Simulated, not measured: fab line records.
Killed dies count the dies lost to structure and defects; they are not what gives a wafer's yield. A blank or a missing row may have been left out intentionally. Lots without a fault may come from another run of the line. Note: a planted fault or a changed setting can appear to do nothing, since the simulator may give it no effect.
Struck lot and sound lot, side by side :: flow n5 finfet :: 15 out of 1938 route steps
Sound: wafers L992.1, L992.5, L992.6. Wafers L987.1, L987.3, L987.5 were the ones struck. Last of all comes the cause.
For every step that has rows: the tool of each side, followed by ch and its chambers, followed by its first start. Under that, the readings that differ: sound wafers :: struck wafers :: difference of the means :: sigmas: that difference in standard deviations of wafers without a fault.
alike: same words and numbers on both sides, and readings whose means sit less than 2 such deviations apart. not compared: any withheld reading, any reading some wafer has no value for, any bound like >300 that may hide the same value, and any number with overlapping values for which the record gives no deviation.
A row with sigmas, a row that says differs or no value, or rows on one side alone: a step with any of these is where the two part. When numbers do not overlap yet have no deviation, they are printed without sigmas and do not part them. A reading missing from all wafers of one side parts the sides only when that side holds two or more wafers.

N5_GATE_CUT_VAPOR_ETCH_49: etches TiAlC in BCl3/Cl2.
  sound on rie metal-03 ch 0,1, day 8 14:39; struck on rie metal-01 ch 0, day 7 14:16
reading: oes product au (a.u.)
sound: 0.63 0.74 0.63
struck: 0.78 0.79 0.79
difference: +0.12
sigmas: +2
  alike: drypump motor current A
then, 1 step without rows for these wafers: N5_GATE_CUT_VAPOR_ETCH_51 (etches HfO2 in BCl3/Cl2).
N5_GATE_CUT_STRIP_21: strips in N2/H2, time 30 s.
  sound on plasma asher-02 ch 0,1, day 8 14:44; struck on plasma asher-01 ch 0, day 7 14:25
reading: heater power w (W)
sound: 312 267 309
struck: 381 368 362
difference: +74
sigmas: +2
  alike: drypump motor current A
  not compared: rf hours counter h
then, 3 steps without rows for these wafers: N5_GATE_CUT_STRIP_29 (strips in post etch residue remover, time 60 s); N5_GATE_CUT_SRD_52 (time 30 s); N5_GATE_CUT_ALD_22 (deposits SiNx, target thk 16 nm, pulse time 1 s, ald cycles 320).
N5_GATE_CUT_CMP_23: polishes, stops on SiO2, t overpolish 23.4 s, target thk 16 nm.
  sound on cmp-03 ch 2,3, day 8 16:27; struck on cmp-04 ch 0,1,2, day 7 16:07
  alike: edge zone pressure frac, motor current A, overpolish run s, time to endpoint s
  not compared: pad life wafers
N5_GATE_CUT_THK_MEAS_24:
  sound on film metro-02, day 8 16:43; struck on film metro-01, day 7 16:20
  alike: GC_FILL_THK
N5_GATE_CUT_CMP_43: polishes SiO2.
  sound on cmp-02 ch 0,1,3, day 8 16:54; struck on cmp-02 ch 0,1,2, day 7 16:27
  alike: edge zone pressure frac, motor current A
  not compared: pad life wafers
N5_GATE_CUT_CMP_61: polishes, stops on SiNx, t overpolish 3 s.
  sound on cmp-02 ch 0,1,3, day 8 17:17; struck on cmp-02 ch 0,1,2, day 7 16:53
  alike: edge zone pressure frac, motor current A
  not compared: pad life wafers
N5_GATE_CUT_INSPECT_26: inspects for defects (darkfield).
  sound on defect inspect-01, day 8 17:27; struck on defect inspect-01, day 7 17:05
  alike: raw defect count
N5_MOL_CONTACT_COAG_COAT_103: time 60 s, resist thk 80 nm.
  sound on litho track-04 ch 0, day 8 17:29; struck on litho track-03 ch 0, day 7 17:07
reading: heater power total W (W)
sound: 497.3 501.2 503.3
struck: 509.4 507.3 503.9
difference: +6.3
sigmas: +3

reading: plate temp C (C)
sound: 250.00 249.92 249.72
struck: 252.88 252.76 252.72
difference: +2.91
sigmas: +18
then, 1 step without rows for these wafers: N5_MOL_CONTACT_COAG_COAT_104 (time 60 s, resist thk 12 nm).
-- here the record skips 3 days between the struck wafers' starts before and after, leaving off in module MOL_CONTACT_COAG and picking up in module BEOL_M4 (first step shown: number 1111 of the route) --
N5_BEOL_M4_RC_MEAS_101:
  sound on prober-02 ch 0, day 12 13:55; struck on prober-01 ch 0, day 11 05:02
reading: DIBL_N (mV/V)
sound: 37.9 36.5 39.0
struck: 32.4 35.3 33.5
difference: -4.1
sigmas: -3

reading: DIBL_P (mV/V)
sound: 39.3 36.5 40.5
struck: 32.9 35.7 34.0
difference: -4.6
sigmas: -2

reading: IOFF_N (nA/um)
sound: 0.189 0.155 0.220
struck: 0.109 0.151 0.126
difference: -0.059
sigmas: -2

reading: ION_N (uA/um)
sound: 679 683 697
struck: 653 662 668
difference: -25
sigmas: -3

reading: VT_N (mV)
sound: 248.4 250.9 242.8
struck: 255.0 250.9 252.1
difference: +5.3
sigmas: +2
  alike: IOFF_P, ION_P, SS_N, SS_P, VT_P
then, 1 step without rows for these wafers: N5_PASSIVATION_PROBE_49.

WHERE THEY PART
First at N5_GATE_CUT_VAPOR_ETCH_49; last, within this record, at N5_BEOL_M4_RC_MEAS_101.

WHY: the cause the simulator had injected
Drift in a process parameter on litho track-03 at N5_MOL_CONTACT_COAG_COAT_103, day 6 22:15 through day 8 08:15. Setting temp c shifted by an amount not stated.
